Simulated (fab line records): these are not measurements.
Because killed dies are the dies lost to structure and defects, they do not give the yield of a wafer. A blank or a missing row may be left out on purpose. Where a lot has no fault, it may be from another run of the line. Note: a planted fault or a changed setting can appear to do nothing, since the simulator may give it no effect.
Chamber matching | flow n5 finfet | 3 sister chambers for N5_BEOL_M5_PRE_CLEAN_77 on cvd co-02
The step time 15 s. 20 wafers are shown with their chamber, then 10 later ones without.

== WAFERS, EACH WITH ITS CHAMBER ==
wafer  | chamber | heater power w (W)
L075.2 | 2       | 67
L075.4 | 0       | 77
L075.6 | 2       | 68
L079.1 | 2       | 67
L079.4 | 2       | 69
L079.5 | 1       | 94
L083.3 | 2       | 68
L083.5 | 0       | 77
L083.6 | 2       | 67
L085.1 | 1       | 95
L085.3 | 2       | 68
L085.6 | 2       | 69
L086.1 | 0       | 77
L086.2 | 1       | 94
L086.5 | 0       | 77
L087.1 | 0       | 76
L087.4 | 2       | 68
L087.6 | 1       | 96
L091.4 | 0       | 75
L091.5 | 2       | 68

SIGNATURES (averages over the wafers above)
reading        | chamber 0 | chamber 1 | chamber 2 | scatter within a chamber
heater power w | 76.50     | 94.75     | 67.90     | 0.81
Rule: a wafer lies at a distance from a chamber equal to the root of the sum of squares, over the readings, of (its reading less the chamber's mean, divided by the reading's scatter). The wafer belongs to the nearest chamber; if the next one is less than 2 further off, it can't be placed. The scatter is the square root of a quotient: the sum, over the shown wafers, of each reading's squared deviation from its chamber's mean, divided by wafers minus chambers.

== WAFERS WITH NO CHAMBER GIVEN ==
wafer  | heater power w (W)
L091.6 | 97
L093.3 | 77
L093.5 | 70
L093.6 | 97
L096.3 | 70
L096.5 | 97
L096.6 | 70
L097.1 | 77
L097.2 | 70
L097.6 | 95

== WHICH CHAMBER EACH ONE RAN IN ==
wafer  | from the rows above | in truth
L091.6 | 1                   | 1
L093.3 | 0                   | 0
L093.5 | 2                   | 2
L093.6 | 1                   | 1
L096.3 | 2                   | 2
L096.5 | 1                   | 1
L096.6 | 2                   | 2
L097.1 | 0                   | 0
L097.2 | 2                   | 2
L097.6 | 1                   | 1
10 of 10 placed correctly. Number that these rows cannot place: 0. 0 placed wrongly.
